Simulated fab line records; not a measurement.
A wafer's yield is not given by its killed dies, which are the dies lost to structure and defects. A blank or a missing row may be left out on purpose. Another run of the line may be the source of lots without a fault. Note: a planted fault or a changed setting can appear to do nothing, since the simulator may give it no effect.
Which tool did it? + flow n5-finfet + 9 lots, 27 wafers sampled, at 7 steps of a route of 1938

## WHAT THE GAUGES READ, wafer by wafer
N5_BEOL_M3_INSPECT_59: inspects for defects (darkfield). Usual: 77 for raw-defect-count, sd 25.
| lot  | measured     | on                | raw-defect-count | flag |
|------|--------------|-------------------|------------------|------|
| L200 | day 7 21:16  | defect-inspect-02 | 103 124 90       |      |
| L201 | day 8 02:22  | defect-inspect-01 | 76 114 76        |      |
| L202 | day 8 06:28  | defect-inspect-02 | 98 84 133        |      |
| L203 | day 8 08:51  | defect-inspect-02 | 63 71 92         |      |
| L211 | day 10 13:20 | defect-inspect-01 | 85 344 81        | OFF  |
| L215 | day 11 07:05 | defect-inspect-01 | 96 67 65         |      |
| L214 | day 11 08:15 | defect-inspect-02 | 312 343 354      | OFF  |
| L217 | day 12 22:23 | defect-inspect-01 | 101 82 101       |      |
| L222 | day 13 02:25 | defect-inspect-01 | 107 142 99       |      |

N5_BEOL_M4_INSPECT_13: inspects for defects (brightfield). Usual: 426 for raw-defect-count, sd 110.
| lot  | measured     | on                | raw-defect-count | flag |
|------|--------------|-------------------|------------------|------|
| L200 | day 8 00:22  | defect-inspect-01 | 443 440 483      |      |
| L201 | day 8 03:14  | defect-inspect-02 | 401 543 445      |      |
| L202 | day 8 11:03  | defect-inspect-01 | 469 409 498      |      |
| L203 | day 8 11:23  | defect-inspect-01 | 386 472 477      |      |
| L211 | day 10 15:29 | defect-inspect-02 | 491 621 339      |      |
| L215 | day 11 07:47 | defect-inspect-01 | 518 316 268      |      |
| L214 | day 11 10:17 | defect-inspect-01 | 888 726 899      | OFF  |
| L217 | day 12 23:28 | defect-inspect-01 | 400 521 446      |      |
| L222 | day 13 03:55 | defect-inspect-01 | 341 465 414      |      |

N5_BEOL_M4_RC_MEAS_101. Usual: DIBL_N 37.2 mV/V, standard deviation 1.9; DIBL_P 37.3 mV/V, standard deviation 2.2; IOFF_N 0.18 nA/um, standard deviation 0.038; IOFF_P 0.22 nA/um, standard deviation 0.039; ION_N 678 uA/um, standard deviation 11; ION_P 462 uA/um, standard deviation 6.9; SS_N 71.8 mV/dec, standard deviation 0.68; SS_P 73.5 mV/dec, standard deviation 0.65; VT_N 249 mV, standard deviation 3.4; VT_P -250 mV, standard deviation 3.2.
| lot  | measured     | on        | DIBL_N (mV/V)  | DIBL_P (mV/V)  | IOFF_N (nA/um) | IOFF_P (nA/um) | ION_N (uA/um) | ION_P (uA/um) | SS_N (mV/dec)  | SS_P (mV/dec)  | VT_N (mV)   | VT_P (mV)      | flag |
|------|--------------|-----------|----------------|----------------|----------------|----------------|---------------|---------------|----------------|----------------|-------------|----------------|------|
| L200 | day 8 10:58  | prober-01 | 39.7 36.8 35.2 | 40.5 36.0 35.4 | 0.22 0.15 0.14 | 0.25 0.18 0.17 | 690 654 673   | 461 450 455   | 72.7 71.7 72.3 | 73.3 73.0 72.4 | 246 254 251 | -250 -252 -254 |      |
| L201 | day 8 11:19  | prober-02 | 35.0 38.2 34.7 | 34.6 37.9 35.4 | 0.13 0.20 0.14 | 0.15 0.20 0.17 | 660 669 677   | 449 449 458   | 71.1 71.7 71.3 | 72.9 72.7 73.3 | 250 247 250 | -255 -252 -252 |      |
| L202 | day 8 20:13  | prober-02 | 39.3 40.1 41.2 | 37.7 37.9 40.2 | 0.19 0.23 0.24 | 0.21 0.22 0.25 | 668 678 681   | 450 459 461   | 71.0 72.0 72.1 | 73.9 74.3 74.2 | 248 244 244 | -252 -250 -254 |      |
| L203 | day 9 01:17  | prober-02 | 37.6 39.2 36.5 | 37.9 37.8 35.9 | 0.18 0.22 0.16 | 0.26 0.26 0.22 | 673 693 664   | 465 466 460   | 71.8 72.8 72.1 | 73.4 73.0 73.3 | 248 245 251 | -248 -245 -249 |      |
| L211 | day 11 06:01 | prober-01 | 38.0 33.4 35.4 | 38.1 33.2 34.7 | 0.18 0.11 0.14 | 0.26 0.19 0.20 | 671 660 677   | 472 463 464   | 71.6 70.6 70.8 | 73.5 72.5 72.5 | 247 254 252 | -246 -251 -247 |      |
| L215 | day 11 19:28 | prober-01 | 36.9 38.3 36.3 | 35.2 38.0 35.0 | 0.15 0.19 0.15 | 0.19 0.24 0.20 | 676 684 675   | 461 464 460   | 71.7 71.8 71.7 | 72.9 74.0 73.7 | 250 248 251 | -250 -249 -251 |      |
| L214 | day 12 00:20 | prober-01 | 40.5 38.5 37.3 | 39.0 37.2 35.0 | 0.22 0.19 0.15 | 0.26 0.23 0.20 | 682 686 665   | 466 472 460   | 72.9 70.8 70.8 | 73.8 73.6 72.8 | 247 245 253 | -248 -249 -251 |      |
| L217 | day 13 12:16 | prober-01 | 40.8 36.7 35.3 | 40.5 35.5 34.4 | 0.26 0.16 0.14 | 0.34 0.23 0.20 | 694 684 660   | 478 477 464   | 73.6 71.6 71.1 | 74.5 73.7 73.4 | 240 246 250 | -242 -247 -249 |      |
| L222 | day 13 13:22 | prober-01 | 37.2 37.0 35.9 | 40.0 39.2 37.1 | 0.18 0.17 0.14 | 0.22 0.20 0.17 | 668 673 655   | 452 461 445   | 72.0 72.1 72.4 | 74.4 73.6 73.8 | 250 250 254 | -251 -255 -255 |      |

## TOOL THAT RAN EACH LOT (tool first, then ch and the chambers of the sampled wafers, then the start)
| lot  | N5_BEOL_M3_SPUTTER_96        | N5_BEOL_M3_CMP_52             | N5_BEOL_M3_CO_CAP_55             | N5_BEOL_M4_PECVD_72            |
|------|------------------------------|-------------------------------|----------------------------------|--------------------------------|
| L200 | pvd-sputter-02, day 7 20:11  | cmp-04 ch 1,3, day 7 20:41    | cvd-co-01 ch 0,1, day 7 21:04    | pecvd-03 ch 0,1,2, day 7 21:26 |
| L201 | pvd-sputter-03, day 8 01:16  | cmp-04 ch 0,2, day 8 01:47    | cvd-co-01 ch 0,1,2, day 8 02:07  | pecvd-01 ch 2, day 8 02:30     |
| L202 | pvd-sputter-02, day 8 05:19  | cmp-01 ch 0,2,3, day 8 05:52  | cvd-co-01 ch 1,2, day 8 06:13    | pecvd-03 ch 0,2, day 8 06:37   |
| L203 | pvd-sputter-03, day 8 07:45  | cmp-01 ch 1,2,3, day 8 08:17  | cvd-co-01 ch 0,1,2, day 8 08:37  | pecvd-01 ch 0,2, day 8 08:59   |
| L211 | pvd-sputter-02, day 10 11:55 | cmp-04 ch 1,2, day 10 12:41   | cvd-co-01 ch 0,1, day 10 13:06   | pecvd-01 ch 0,2, day 10 13:30  |
| L215 | pvd-sputter-02, day 11 06:01 | cmp-02 ch 0,1,2, day 11 06:37 | cvd-co-02 ch 0,2, day 11 06:53   | pecvd-04 ch 1,2, day 11 07:15  |
| L214 | pvd-sputter-01, day 11 06:27 | cmp-04 ch 0,1,3, day 11 07:06 | cvd-co-01 ch 1, day 11 07:53     | pecvd-03 ch 1,2, day 11 08:25  |
| L217 | pvd-sputter-01, day 12 21:10 | cmp-02 ch 0,1,3, day 12 21:46 | cvd-co-02 ch 0,1,2, day 12 22:08 | pecvd-04 ch 0,1, day 12 22:32  |
| L222 | pvd-sputter-02, day 13 01:20 | cmp-02 ch 1,2, day 13 01:50   | cvd-co-02 ch 0,1,2, day 13 02:12 | pecvd-03 ch 0,2, day 13 02:33  |
- N5_BEOL_M3_SPUTTER_96: material Cu, target thk 4.5 nm, time 8.29 s.
- N5_BEOL_M3_CMP_52: polishes, stops on SiOC, t overpolish 6.8 s, target thk 40 nm.
- N5_BEOL_M3_CO_CAP_55: material Co, precursor CCTBA/H2, target thk 2 nm, time 102.1 s.
- N5_BEOL_M4_PECVD_72: deposits SiO2 from TEOS/O2, target thk 16 nm, time 18 s.

## AS READ BY THE TOOLS THEMSELVES (means over the sampled wafers that have a number; for cases with no such wafer, the mark the record gives instead)
N5_BEOL_M3_SPUTTER_96. Usual: chamber-pressure-pa 0.07 Pa, standard deviation 0.00014; throttle-valve-pct 29.7 %, standard deviation 1.2.
| lot  | tool           | chamber-pressure-pa (Pa) | throttle-valve-pct (%) | flag |
|------|----------------|--------------------------|------------------------|------|
| L200 | pvd-sputter-02 | 0.07                     | 27.8                   |      |
| L201 | pvd-sputter-03 | 0.07                     | 30.6                   |      |
| L202 | pvd-sputter-02 | 0.07                     | 29.0                   |      |
| L203 | pvd-sputter-03 | 0.07                     | 30.7                   |      |
| L211 | pvd-sputter-02 | 0.07                     | 29.3                   |      |
| L215 | pvd-sputter-02 | 0.07                     | 29.5                   |      |
| L214 | pvd-sputter-01 | 0.07                     | 29.9                   |      |
| L217 | pvd-sputter-01 | 0.07                     | 29.7                   |      |
| L222 | pvd-sputter-02 | 0.07                     | 29.7                   |      |

N5_BEOL_M3_CMP_52. Usual: barrier-field-endpoint-s 24.4 s, standard deviation 0.63; motor-current-A 6.0 A, standard deviation 0.46; overpolish-run-s 6.799 s, standard deviation 0.0084; retaining-ring-pressure-frac 1.000, standard deviation 0.0046; time-to-endpoint-s 62 s, standard deviation 3.4.
| lot  | tool   | barrier-field-endpoint-s (s) | motor-current-A (A) | overpolish-run-s (s) | retaining-ring-pressure-frac | time-to-endpoint-s (s) | flag |
|------|--------|------------------------------|---------------------|----------------------|------------------------------|------------------------|------|
| L200 | cmp-04 | 24.2                         | 6.2                 | 6.800                | 1.000                        | 59                     |      |
| L201 | cmp-04 | 25.3                         | 5.9                 | 6.800                | 0.998                        | 66                     |      |
| L202 | cmp-01 | 24.4                         | 6.0                 | 6.795                | 1.002                        | 62                     |      |
| L203 | cmp-01 | 23.5                         | 6.2                 | 6.797                | 1.001                        | 61                     |      |
| L211 | cmp-04 | 24.5                         | 5.8                 | 6.806                | 0.994                        | 57                     |      |
| L215 | cmp-02 | 23.7                         | 5.8                 | 6.796                | 0.998                        | 56                     |      |
| L214 | cmp-04 | 24.4                         | 6.5                 | 6.802                | 0.997                        | 60                     |      |
| L217 | cmp-02 | 24.8                         | 5.7                 | 6.800                | 1.001                        | 62                     |      |
| L222 | cmp-02 | 25.2                         | 5.9                 | 6.807                | 1.005                        | 64                     |      |

N5_BEOL_M3_CO_CAP_55. Usual: 245 W for heater-power-w, sd 18.
| lot  | tool      | heater-power-w (W) | flag |
|------|-----------|--------------------|------|
| L200 | cvd-co-01 | 234                |      |
| L201 | cvd-co-01 | 226                |      |
| L202 | cvd-co-01 | 233                |      |
| L203 | cvd-co-01 | 231                |      |
| L211 | cvd-co-01 | 233                |      |
| L215 | cvd-co-02 | 275                |      |
| L214 | cvd-co-01 | 241                |      |
| L217 | cvd-co-02 | 261                |      |
| L222 | cvd-co-02 | 256                |      |

N5_BEOL_M4_PECVD_72. Usual: heater-power-w 732 W, standard deviation 73; showerhead-plenum-p-Torr 8.77 Torr, standard deviation 0.072; throttle-valve-pct 22.8 %, standard deviation 0.83.
| lot  | tool     | heater-power-w (W) | showerhead-plenum-p-Torr (Torr) | throttle-valve-pct (%) | flag |
|------|----------|--------------------|---------------------------------|------------------------|------|
| L200 | pecvd-03 | 679                | 8.76                            | 23.0                   |      |
| L201 | pecvd-01 | 783                | 8.83                            | 21.9                   |      |
| L202 | pecvd-03 | 736                | 8.70                            | 22.5                   |      |
| L203 | pecvd-01 | 790                | 8.79                            | 22.1                   |      |
| L211 | pecvd-01 | 778                | 8.79                            | 22.1                   |      |
| L215 | pecvd-04 | 735                | 8.79                            | 23.0                   |      |
| L214 | pecvd-03 | 686                | 8.80                            | 23.3                   |      |
| L217 | pecvd-04 | 656                | 8.80                            | 23.7                   |      |
| L222 | pecvd-03 | 738                | 8.72                            | 22.6                   |      |

## THE ANSWER, worked out from the rows above alone
Rule: take the mean of a lot's wafers that have a number; if it is more than 3 standard deviations from the usual mean, the lot is off. A lot without any number at a reading at which 4 lots or more have one is off too. Any other lot the step has rows for is counted as sound. The gauges are gone through in route order, then the tools' own readings, and for those a lot's mean is taken as printed above. At the first step where some lot is off, the reading lying furthest off is the one used; lots without a number count as furthest.
Off, at N5_BEOL_M3_INSPECT_59 on raw-defect-count: L211, L214.
A tool fits if, at a process step before that reading, it ran every lot that is off, and no sound lot after the first of them. The gauges at N5_BEOL_M3_INSPECT_59 are tried like those tools. This does not decide it: 2 tools fit, namely cmp-04 at N5_BEOL_M3_CMP_52 and cvd-co-01 at N5_BEOL_M3_CO_CAP_55.

## WHAT THE SIMULATOR HAD PUT IN
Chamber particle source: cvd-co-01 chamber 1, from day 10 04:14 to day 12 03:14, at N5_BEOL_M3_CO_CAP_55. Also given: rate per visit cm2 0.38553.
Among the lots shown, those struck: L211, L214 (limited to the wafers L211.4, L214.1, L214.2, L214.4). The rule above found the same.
